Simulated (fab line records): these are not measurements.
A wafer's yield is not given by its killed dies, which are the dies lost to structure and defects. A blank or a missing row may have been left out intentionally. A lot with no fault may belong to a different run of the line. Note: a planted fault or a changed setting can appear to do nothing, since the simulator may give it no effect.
Matching of chambers    flow nand_harc    NHARC_A_BLC_STRIP_21 on rie_diel-04 has 4 sister chambers
The step strips in O2. 4 wafers are shown with their chamber, then 12 later ones without.

WAFERS WITH THEIR CHAMBER
wafer   chamber  showerhead_plenum_p_Torr (Torr)
L084.4  2        3.30
L090.2  1        3.43
L090.5  3        3.30
L090.6  0        3.71

WAFERS WITHOUT THEIR CHAMBER
wafer   showerhead_plenum_p_Torr (Torr)
L091.2  3.30
L091.3  3.30
L091.6  3.43
L092.2  3.30
L092.3  3.43
L092.6  3.30
L095.1  3.30
L095.2  3.43
L095.4  3.29
L096.3  3.43
L096.5  3.43
L096.6  3.70

CHAMBER TAKEN BY EACH
wafer   from the rows above      in truth
L091.2  can't be placed: 2 or 3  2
L091.3  can't be placed: 2 or 3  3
L091.6  1                        1
L092.2  can't be placed: 2 or 3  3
L092.3  1                        1
L092.6  can't be placed: 2 or 3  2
L095.1  can't be placed: 2 or 3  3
L095.2  1                        1
L095.4  can't be placed: 2 or 3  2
L096.3  1                        1
L096.5  1                        1
L096.6  0                        0
Correct placement for 6 of the 12. Cannot be placed on the basis of these rows: 6; the candidates contain the true chamber in 6. Wrongly placed: 0.
How it was worked out, from the rows above alone: a wafer's distance from a chamber is the root of the sum, over the readings, of the square of ((its reading less the chamber's mean) divided by the reading's scatter). The wafer belongs to the nearest chamber; if the next one is less than 2 further off, it can't be placed. For every chamber, the mean is computed from those of its wafers that are shown. The scatter: root of mean squared gap, hidden wafer to nearest shown wafer, with one shown wafer a chamber.
